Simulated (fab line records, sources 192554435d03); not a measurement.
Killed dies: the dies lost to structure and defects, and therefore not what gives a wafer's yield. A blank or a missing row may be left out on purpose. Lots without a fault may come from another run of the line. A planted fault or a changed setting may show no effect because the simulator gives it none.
Matching of chambers	flow n5_finfet	cmp-02 running N5_BEOL_M11_CMP_52: 4 sister chambers
The step polishes, stops on SiCOH lowk, t overpolish 7 s, target thk 140 nm. 4 wafers are shown with their chamber, then 9 later ones without.

== WAFERS WITH THEIR CHAMBER ==
wafer	chamber	motor_current_A (A)
L078.1	2	6.3
L082.1	0	5.3
L082.3	3	5.4
L082.6	1	5.3

== WAFERS WITHOUT THEIR CHAMBER ==
wafer	motor_current_A (A)
L084.1	5.2
L084.2	5.6
L084.5	6.9
L086.1	5.0
L086.2	6.7
L086.6	5.2
L093.1	5.2
L093.4	6.7
L093.6	5.4

== EACH ONE'S CHAMBER ==
wafer	from the rows above	in truth
L084.1	can't be placed: 0 or 1 or 3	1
L084.2	can't be placed: 3 or 0 or 1 or 2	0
L084.5	2	2
L086.1	can't be placed: 0 or 1 or 3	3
L086.2	2	2
L086.6	can't be placed: 0 or 1 or 3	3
L093.1	can't be placed: 0 or 1 or 3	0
L093.4	2	2
L093.6	can't be placed: 3 or 0 or 1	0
Placed correctly: 3 of 9. These rows do not allow placing 6 (true chamber among the candidates in 6). 0 placed wrongly.
How it was worked out, from the rows above alone: a wafer's distance from a chamber is the root of the sum, over the readings, of the square of ((its reading less the chamber's mean) divided by the reading's scatter). If the next closest chamber is less than 2 further off than the closest, the wafer can't be placed; otherwise it belongs to the closest. For every chamber, the mean is computed from those of its wafers that are shown. The scatter: root of mean squared gap, hidden wafer to nearest shown wafer, with one shown wafer a chamber.
